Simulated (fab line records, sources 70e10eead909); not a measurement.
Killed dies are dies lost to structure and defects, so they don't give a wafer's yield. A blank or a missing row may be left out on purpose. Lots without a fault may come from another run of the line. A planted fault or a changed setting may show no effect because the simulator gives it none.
A struck lot beside a sound one | flow nand_harc | 14 steps out of a route of 1159
Sound: wafers L713.2, L713.5, L713.6. Struck: wafers L733.2, L733.3, L733.5. The cause comes at the end.
At each step with rows: each side's tool, then ch and its chambers, then its first start. Under that, the readings that differ: sound wafers | struck wafers | difference of the means | sigmas: that difference in standard deviations of wafers without a fault.
alike: readings whose means differ by less than 2 such deviations, and words and numbers that are the same on both sides. not compared: withheld readings, readings that some wafer has no value for, bounds like >300 that may hide the same value, and numbers for which the record gives no deviation and whose values overlap.
The two part at a step that has a row with sigmas, a row that says differs or no value, or rows on one side only. Numbers that don't overlap but have no deviation are shown without sigmas and don't part them. A reading that every wafer of one side lacks parts them only if that side has two wafers or more.

first, 1 step without rows for these wafers: NHARC_P_GATE_HARDBAKE_60 (time 80 s).
NHARC_P_GATE_DESCUM_61: chemistry O2, time 3 s.
  sound on rie_diel-01 ch 0,2,3, day 5 01:07; struck on rie_diel-01 ch 0,3, day 9 23:03
  alike: drypump_motor_current_A, oes_product_au, rf_vpp_V, showerhead_plenum_p_Torr, throttle_valve_pct
  not compared: rf_hours_counter_h
then, 1 step without rows for these wafers: NHARC_P_GATE_IMPLANT_62.
NHARC_P_GATE_STRIP_112: strips in N2/H2, time 200 s.
  sound on plasma_asher-01 ch 0,1, day 5 01:29; struck on plasma_asher-02 ch 0,1, day 9 23:28
  alike: drypump_motor_current_A, heater_power_w
  not compared: rf_hours_counter_h
NHARC_P_GATE_STRIP_76: strips in O2.
  sound on plasma_asher-01 ch 0,1, day 5 01:43; struck on plasma_asher-02 ch 0,1, day 9 23:41
  alike: drypump_motor_current_A, heater_power_w
  not compared: rf_hours_counter_h
then, 7 steps without rows for these wafers: NHARC_P_GATE_STRIP_63 (strips in SPM, time 900 s); NHARC_P_GATE_DEHYDRATE_83 (time 120 s); NHARC_P_GATE_HMDS_84 (time 30 s); NHARC_P_GATE_COAT_85; NHARC_P_GATE_SOFTBAKE_86 (time 95 s); NHARC_P_GATE_EBR_87; NHARC_P_GATE_EXPOSE_88 (exposes mask P HVN, target cd 2000 nm).
NHARC_P_GATE_PEB_89: peb time 85 s.
  sound on litho_track-05 ch 0, day 5 02:32; struck on litho_track-05, day 10 00:31
  no value came back on the struck wafers for chill_plate_temp_C (C), exhaust_pa (Pa); on the sound wafers chill_plate_temp_C (C) reads 23.08 23.23 23.16
then, 1 step without rows for these wafers: NHARC_P_GATE_DEVELOP_90 (time 70 s).

WHERE THEY PART
Only at NHARC_P_GATE_PEB_89, within this record.

WHY: what the simulator had put in
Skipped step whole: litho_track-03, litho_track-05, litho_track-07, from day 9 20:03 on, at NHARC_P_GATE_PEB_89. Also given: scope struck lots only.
